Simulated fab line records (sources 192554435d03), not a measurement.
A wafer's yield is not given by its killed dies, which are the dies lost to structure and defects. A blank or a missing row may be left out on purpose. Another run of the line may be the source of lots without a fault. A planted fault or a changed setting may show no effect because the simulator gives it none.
Which of the tools did it? -- flow n5_finfet -- 36 wafers from 12 lots sampled at 3 of the route's 1938 steps

== WHAT THE GAUGES READ, wafer by wafer ==
N5_BEOL_M10_THK_MEAS_01.
lot,measured,on,M10_ILD_THK (nm)
L075,day 10 03:15,film_metro-01,259 264 267
L077,day 10 15:19,film_metro-02,270 268 272
L081,day 11 12:48,film_metro-02,263 272 271
L079,day 11 16:54,film_metro-01,267 267 272
L083,day 12 01:15,film_metro-01,267 271 270
L086,day 13 04:06,film_metro-01,268 274 275
L089,day 13 12:28,film_metro-01,272 275 271
L088,day 13 13:59,film_metro-01,261 265 268
L093,day 14 09:25,film_metro-02,260 261 263
L092,day 14 15:59,film_metro-02,266 270 270
L095,day 15 16:49,film_metro-02,263 264 267
L096,day 15 17:53,film_metro-02,267 265 271

== TOOL THAT RAN EACH LOT (tool first, then ch and the chambers of the sampled wafers, then the start) ==
lot,N5_BEOL_M9_VIA_ETCH_34,N5_BEOL_M10_CURE_71
L075,"rie_diel-01 ch 0,1, day 9 21:42","uv_cure-01 ch 0, day 10 02:49"
L077,"rie_diel-01 ch 0,1, day 10 11:31","uv_cure-03 ch 2, day 10 14:53"
L081,"rie_diel-02 ch 0,2, day 11 09:40","uv_cure-02 ch 1, day 11 12:27"
L079,"rie_diel-01 ch 0,1, day 11 13:35","uv_cure-01 ch 0, day 11 16:23"
L083,"rie_diel-01 ch 0,1, day 11 20:23","uv_cure-01 ch 0, day 12 00:49"
L086,"rie_diel-02 ch 0,2,3, day 13 00:25","uv_cure-01 ch 2, day 13 03:35"
L089,"rie_diel-06 ch 1,2,3, day 13 08:22","uv_cure-02 ch 1, day 13 11:57"
L088,"rie_diel-02 ch 0,1,2, day 13 10:19","uv_cure-01 ch 0, day 13 13:29"
L093,"rie_diel-06 ch 0,1,2, day 14 06:07","uv_cure-03 ch 1, day 14 08:54"
L092,"rie_diel-06 ch 0,2,3, day 14 11:28","uv_cure-02 ch 1, day 14 15:33"
L095,"rie_diel-06 ch 1,3, day 15 13:12","uv_cure-02 ch 0, day 15 16:18"
L096,"rie_diel-06 ch 0,1,2, day 15 14:19","uv_cure-01 ch 0, day 15 17:22"
- N5_BEOL_M9_VIA_ETCH_34: etches SiCOH lowk in C4F6/O2, target depth 182.4 nm, time 68.4 s.
- N5_BEOL_M10_CURE_71: cures SiCOH lowk, time 240 s.

== THE ANSWER, worked out from the rows above alone ==
Rule: what is usual is taken from the lots themselves. The widest of any qualifying gaps counts: lots, ordered by their means at a reading, are off when they make up no more than a third of the lots, leave a main group of 4 or more, and stand apart from it by 3 or more times the standard deviation of that group's means. If all means in a main group match to the digits the tables above print for the reading, that group is not used. A lot without any number at a reading at which 4 lots or more have one is off too. All remaining lots with rows at the step are treated as sound.
None of the lots is off at any reading shown; this tells nothing.

== WHAT THE SIMULATOR HAD INSERTED ==
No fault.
